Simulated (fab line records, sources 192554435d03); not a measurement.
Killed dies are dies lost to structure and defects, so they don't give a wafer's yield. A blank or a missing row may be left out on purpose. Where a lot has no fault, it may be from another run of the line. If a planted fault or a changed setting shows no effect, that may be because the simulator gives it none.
A single fault, viewed from 2 desks :: flow n5-finfet :: every desk sees just its own numbers, and what lay behind them comes last

FOR THE TOOL OWNER'S DESK: pecvd-01
The tool's own readings at N5_BEOL_M10_ILD_DEP_00 (deposits SiCOH lowk from DEMS/porogen, target thk 308.51 nm, time 58 s): means of the sampled wafers that have a number, for each lot that ran on this tool. Any lot whose mean is over 4 standard deviations away from the usual mean is out of limits and marked OUT; that distance is given in the brackets.
Columns: A = heater-power-w at N5_BEOL_M10_ILD_DEP_00, usual 329 W; B = run-length-s at N5_BEOL_M10_ILD_DEP_00, usual 100.9 s; C = showerhead-plenum-p-Torr at N5_BEOL_M10_ILD_DEP_00, usual 5.738 Torr; D = showerhead-vpp-V at N5_BEOL_M10_ILD_DEP_00, usual 1350 V; E = throttle-valve-pct at N5_BEOL_M10_ILD_DEP_00, usual 13.7 %
lot: L743
first seen here: day 11 20:09
A: 348
B: 100.8
C: 5.751
D: 1338
E: 13.2

lot: L747
first seen here: day 13 04:19
A: 370
B: 100.6
C: 5.738
D: 1369
E: 13.6

lot: L750
first seen here: day 13 19:55
A: 360
B: 94.9 (-13) OUT
C: 5.732
D: 1401
E: 13.8

lot: L755
first seen here: day 14 17:31
A: 352
B: 90.3 (-24) OUT
C: 5.749
D: 1356
E: 13.4

lot: L756
first seen here: day 15 04:38
A: 362
B: 95.4 (-12) OUT
C: 5.748
D: 1348
E: 13.4
This desk finds L750, L755, L756 out of limits, L750 being first, at day 13 19:55 (run-length-s at N5_BEOL_M10_ILD_DEP_00). In limits: L743, L747.

AT THE METROLOGY DESK
Means of the sampled wafers that have a number, per lot and without regard to the tool the lot ran on: this is what the gauges read. Any lot whose mean is over 4 standard deviations away from the usual mean is out of limits and marked OUT; that distance is given in the brackets.
Columns: A = cd-nm at N5_BEOL_M9_CD_MEAS_35, usual 70.1 nm; B = M10_ILD_THK at N5_BEOL_M10_THK_MEAS_01, usual 269 nm
lot: L737
first seen here: day 10 06:22
A: 70.5
B: 266

lot: L738
first seen here: day 10 12:19
A: 70.0
B: 269

lot: L743
first seen here: day 11 17:55
A: 70.6
B: 270

lot: L745
first seen here: day 12 14:11
A: 69.7
B: 268

lot: L747
first seen here: day 13 01:53
A: 70.3
B: 270

lot: L750
first seen here: day 13 16:52
A: 70.0
B: 244 (-6.4) OUT

lot: L752
first seen here: day 14 10:32
A: 70.2
B: 268

lot: L755
first seen here: day 14 14:44
A: 69.8
B: 218 (-14) OUT

lot: L756
first seen here: day 15 01:48
A: 69.3
B: 244 (-6.6) OUT

lot: L757
first seen here: day 15 11:25
A: 70.5
B: 269

lot: L753
first seen here: day 16 05:03
A: 70.7
B: 265
This desk finds L750, L755, L756 out of limits, with the earliest case on L750 at day 13 20:30 (M10_ILD_THK at N5_BEOL_M10_THK_MEAS_01). In limits: L737, L738, L743, L745, L747, L752, L757, L753.

ALL TOGETHER
The tool owner's desk could have raised an alarm at day 13 19:55, on L750, L755, L756.
At day 13 20:30 the metrology desk could have sounded an alarm, on L750, L755, L756.
Every lot named ran N5_BEOL_M10_ILD_DEP_00 on pecvd-01.

WHAT THE SIMULATOR HAD PUT IN
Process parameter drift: pecvd-01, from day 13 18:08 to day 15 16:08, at N5_BEOL_M10_ILD_DEP_00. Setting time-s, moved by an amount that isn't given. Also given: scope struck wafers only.
Struck lots among those shown: L750, L755, L756.
Fault start to first reading out of limits, in hours, per desk: tool owner, 2; metrology, 2.
